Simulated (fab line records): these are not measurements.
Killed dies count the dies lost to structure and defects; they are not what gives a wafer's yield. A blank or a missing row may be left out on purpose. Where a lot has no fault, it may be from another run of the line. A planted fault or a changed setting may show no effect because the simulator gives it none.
Which tool did it? | flow n5Finfet | Sampling: 11 lots, 33 wafers, 2 of 1938 route steps

WHAT EACH GAUGE READ, for each wafer
N5_BEOL_M14_INSPECT_55: inspects for defects (darkfield).
lot  | measured     | on               | rawDefectCount
L944 | day 10 17:14 | defectInspect-01 | 31 75 40
L946 | day 11 12:06 | defectInspect-01 | 77 98 158
L947 | day 11 23:34 | defectInspect-01 | 63 65 83
L948 | day 12 11:48 | defectInspect-02 | 61 68 63
L951 | day 12 16:25 | defectInspect-01 | 85 95 139
L950 | day 12 17:59 | defectInspect-01 | 25 33 42
L956 | day 13 19:47 | defectInspect-02 | 33 67 59
L958 | day 15 05:07 | defectInspect-02 | 32 54 53
L963 | day 16 02:35 | defectInspect-01 | 48 57 59
L964 | day 16 08:26 | defectInspect-02 | 77 108 116
L965 | day 16 12:28 | defectInspect-02 | 99 54 90

TOOL THAT RAN EACH LOT (tool first, then ch and the chambers of the sampled wafers, then the start)
lot  | N5_BEOL_M14_SPUTTER_43
L944 | pvdSputter-02, day 10 16:01
L946 | pvdSputter-01, day 11 10:50
L947 | pvdSputter-03, day 11 22:19
L948 | pvdSputter-01, day 12 10:20
L951 | pvdSputter-02, day 12 15:12
L950 | pvdSputter-02, day 12 16:07
L956 | pvdSputter-03, day 13 17:13
L958 | pvdSputter-03, day 15 03:25
L963 | pvdSputter-01, day 16 01:21
L964 | pvdSputter-03, day 16 07:14
L965 | pvdSputter-01, day 16 11:15
- N5_BEOL_M14_SPUTTER_43: material TaN, target thk 15 nm, time 24.19 s.

THE ANSWER, worked out from the rows above alone
Rule: the usual values come from the lots themselves. Put in order of their means at a reading, lots are off if they are a third of the lots or fewer, leave a main group of 4 or more, and stand apart from it by a gap of 3 or more times the standard deviation of the main group's means; of several such gaps the widest counts. The tables above print the reading to a certain number of digits; a main group whose means all agree to those digits is not used. A lot without any number at a reading at which 4 lots or more have one is off too. Any other lot the step has rows for is counted as sound.
None of the lots is off at any reading shown; this tells nothing.

WHAT WAS PUT IN BY THE SIMULATOR
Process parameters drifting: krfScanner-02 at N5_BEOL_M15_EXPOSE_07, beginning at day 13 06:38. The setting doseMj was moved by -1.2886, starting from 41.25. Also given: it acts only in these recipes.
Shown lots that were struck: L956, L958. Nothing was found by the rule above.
